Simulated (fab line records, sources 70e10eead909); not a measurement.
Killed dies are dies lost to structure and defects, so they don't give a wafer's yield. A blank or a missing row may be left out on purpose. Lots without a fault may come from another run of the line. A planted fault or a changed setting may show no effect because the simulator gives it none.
Which tool did it? | flow nand_harc | 12 lots, 36 wafers sampled, at 4 steps of a route of 1302

WHAT THE GAUGES READ, wafer by wafer
NHARC_A_SGD_CUT_THK_MEAS_22: measures by ellipsometry. Usual: thk_nm 148.4 nm, standard deviation 1.3.
lot  | measured     | on            | thk_nm (nm)       | flag
L564 | day 19 20:50 | film_metro-02 | 148.6 148.7 150.3 |
L565 | day 20 06:07 | film_metro-01 | 148.4 148.7 147.7 |
L566 | day 21 13:57 | film_metro-02 | 149.0 149.1 147.8 |
L568 | day 21 17:05 | film_metro-02 | 147.0 148.3 147.2 |
L570 | day 22 00:07 | film_metro-02 | 149.5 149.4 146.7 |
L572 | day 22 22:16 | film_metro-02 | 148.0 148.3 146.1 |
L571 | day 22 22:16 | film_metro-01 | 139.5 141.4 143.6 | OFF
L574 | day 23 18:28 | film_metro-02 | 143.2 143.1 140.6 | OFF
L581 | day 27 15:58 | film_metro-01 | 149.6 148.2 149.2 |
L584 | day 28 06:10 | film_metro-01 | 145.5 147.5 147.9 |
L585 | day 28 10:31 | film_metro-02 | 148.3 148.5 149.5 |
L586 | day 29 04:19 | film_metro-02 | 147.6 147.8 148.6 |

WHICH TOOL RAN EACH LOT (tool, then ch and the chambers of the sampled wafers, then the start)
lot  | NHARC_A_STAIRCASE_STRIP_475                   | NHARC_A_SGD_CUT_ETCH_59                       | NHARC_A_SGD_CUT_DEP_20
L564 | rie_diel-01 ch 0,2, day 19 14:35 or earlier   | rie_diel-11 ch 0,3, day 19 14:35 or earlier   | fcvd-02 ch 1, day 19 14:35
L565 | rie_diel-01 ch 0,2,3, day 20 01:15 or earlier | rie_diel-11 ch 0,2,3, day 20 01:15 or earlier | fcvd-01 ch 0,1, day 20 01:15
L566 | rie_diel-09 ch 0,1,2, day 21 06:54 or earlier | rie_diel-11 ch 1,2,3, day 21 06:54 or earlier | fcvd-01 ch 0,1, day 21 06:54
L568 | rie_diel-05 ch 2,3, day 21 12:06 or earlier   | rie_diel-11 ch 0,1,2, day 21 12:06 or earlier | fcvd-01 ch 0,1, day 21 12:06
L570 | rie_diel-09 ch 1,2, day 21 19:05 or earlier   | rie_diel-06 ch 0,2,3, day 21 19:05 or earlier | fcvd-01 ch 1, day 21 19:05
L572 | rie_diel-05 ch 0,1,3, day 22 17:01 or earlier | rie_diel-06 ch 0,1,3, day 22 17:01 or earlier | fcvd-01 ch 0,1, day 22 17:01
L571 | rie_diel-01 ch 0,2, day 22 17:31 or earlier   | rie_diel-08 ch 1,2, day 22 17:31 or earlier   | fcvd-01 ch 0,1, day 22 17:31
L574 | rie_diel-09 ch 0,2,3, day 23 13:37 or earlier | rie_diel-08 ch 0,1,2, day 23 13:37 or earlier | fcvd-01 ch 0,1, day 23 13:37
L581 | rie_diel-05 ch 0,2,3, day 27 11:26 or earlier | rie_diel-08 ch 0,2,3, day 27 11:26 or earlier | fcvd-01 ch 0, day 27 11:26
L584 | rie_diel-01 ch 0,1, day 28 00:58 or earlier   | rie_diel-08 ch 0,1,3, day 28 00:58 or earlier | fcvd-01 ch 0, day 28 00:58
L585 | rie_diel-05 ch 1,3, day 28 05:11 or earlier   | rie_diel-11 ch 1,2,3, day 28 05:11 or earlier | fcvd-01 ch 0, day 28 05:11
L586 | rie_diel-05 ch 1,2, day 28 23:02 or earlier   | rie_diel-11 ch 0,1,2, day 28 23:02 or earlier | fcvd-01 ch 0,1, day 28 23:02
- NHARC_A_STAIRCASE_STRIP_475: strips in O2, time 20 s.
- NHARC_A_SGD_CUT_ETCH_59: etches the open film in N2/H2, target depth 260 nm, time 406.25 s.
- NHARC_A_SGD_CUT_DEP_20: deposits SiO2, target thk 150 nm.

WHAT THE TOOLS THEMSELVES READ (means of the sampled wafers that have a number; where no wafer has one, the mark that the record gives instead)
NHARC_A_STAIRCASE_STRIP_475. Usual: drypump_motor_current_A 5.7 A, standard deviation 0.53; oes_product_au 0.998 a.u., standard deviation 0.008; rf_vpp_V 57.7 V, standard deviation 0.92; showerhead_plenum_p_Torr 3.55 Torr, standard deviation 0.16; throttle_valve_pct 17.037 %, standard deviation 0.008.
lot  | tool        | drypump_motor_current_A (A) | oes_product_au (a.u.) | rf_vpp_V (V) | showerhead_plenum_p_Torr (Torr) | throttle_valve_pct (%) | flag
L564 | rie_diel-01 | 5.4                         | 1.010                 | 57.7         | 3.80                            | 17.037                 |
L565 | rie_diel-01 | 5.8                         | 0.998                 | 57.2         | 3.63                            | 17.043                 |
L566 | rie_diel-09 | 5.8                         | 1.000                 | 57.6         | 3.47                            | 17.036                 |
L568 | rie_diel-05 | 5.2                         | 0.987                 | 58.5         | 3.56                            | 17.039                 |
L570 | rie_diel-09 | 5.7                         | 1.011                 | 57.5         | 3.40                            | 17.041                 |
L572 | rie_diel-05 | 5.8                         | 0.998                 | 57.3         | 3.54                            | 17.039                 |
L571 | rie_diel-01 | 5.4                         | 0.999                 | 58.1         | 3.78                            | 17.032                 |
L574 | rie_diel-09 | 5.8                         | 1.001                 | 57.8         | 3.46                            | 17.046                 |
L581 | rie_diel-05 | 5.6                         | 0.989                 | 57.9         | 3.48                            | 17.032                 |
L584 | rie_diel-01 | 5.8                         | 1.008                 | 57.9         | 3.68                            | 17.034                 |
L585 | rie_diel-05 | 5.6                         | 1.005                 | 59.2         | 3.62                            | 17.035                 |
L586 | rie_diel-05 | 5.1                         | 0.999                 | 57.3         | 3.56                            | 17.037                 |

NHARC_A_SGD_CUT_ETCH_59. Usual: drypump_motor_current_A 5.7 A, standard deviation 0.55; oes_product_au 1.000 a.u., standard deviation 0.007; rf_vpp_V 430.2 V, standard deviation 2.7; showerhead_plenum_p_Torr 2.03 Torr, standard deviation 0.096; throttle_valve_pct 14.172 %, standard deviation 0.0097.
lot  | tool        | drypump_motor_current_A (A) | oes_product_au (a.u.) | rf_vpp_V (V) | showerhead_plenum_p_Torr (Torr) | throttle_valve_pct (%) | flag
L564 | rie_diel-11 | 5.6                         | 0.995                 | 429.5        | 2.01                            | 14.170                 |
L565 | rie_diel-11 | 5.4                         | 1.005                 | 429.8        | 1.98                            | 14.166                 |
L566 | rie_diel-11 | 5.7                         | 1.000                 | 428.4        | 1.94                            | 14.178                 |
L568 | rie_diel-11 | 5.9                         | 0.996                 | 429.6        | 2.00                            | 14.179                 |
L570 | rie_diel-06 | 5.7                         | 1.001                 | 433.0        | 2.12                            | 14.179                 |
L572 | rie_diel-06 | 6.0                         | 1.008                 | 432.3        | 2.11                            | 14.168                 |
L571 | rie_diel-08 | 6.1                         | 0.993                 | 432.0        | 2.09                            | 14.177                 |
L574 | rie_diel-08 | 5.9                         | 0.996                 | 430.8        | 2.04                            | 14.171                 |
L581 | rie_diel-08 | 5.4                         | 0.996                 | 428.1        | 1.95                            | 14.167                 |
L584 | rie_diel-08 | 5.6                         | 1.008                 | 430.3        | 2.03                            | 14.178                 |
L585 | rie_diel-11 | 5.6                         | 1.000                 | 427.7        | 1.94                            | 14.167                 |
L586 | rie_diel-11 | 5.9                         | 0.993                 | 429.4        | 1.99                            | 14.178                 |

THE ANSWER, worked out from the rows above alone
Rule: a lot is off if the mean of its wafers that have a number lies more than 3 standard deviations from the usual mean. A lot without any number at a reading at which 4 lots or more have one is off too. The other lots that the step has rows for count as sound. The gauges are gone through in route order, then the tools' own readings, and for those a lot's mean is taken as printed above. The first step at which some lot is off is used, and at that step the reading that is off furthest; a lot without a number counts as furthest.
Off: L571, L574, at NHARC_A_SGD_CUT_THK_MEAS_22 (thk_nm).
A tool fits if, at a process step before that reading, it ran every lot that is off, and no sound lot after the first of them. The gauges at NHARC_A_SGD_CUT_THK_MEAS_22 are tried like those tools. NHARC_A_STAIRCASE_STRIP_475 gives no start for some lots, so the hours and the order of its lots are those of NHARC_A_SGD_CUT_DEP_20. NHARC_A_SGD_CUT_ETCH_59 gives no start for some lots, so the hours and the order of its lots are those of NHARC_A_SGD_CUT_DEP_20. None of those tried fits.

WHAT THE SIMULATOR HAD PUT IN
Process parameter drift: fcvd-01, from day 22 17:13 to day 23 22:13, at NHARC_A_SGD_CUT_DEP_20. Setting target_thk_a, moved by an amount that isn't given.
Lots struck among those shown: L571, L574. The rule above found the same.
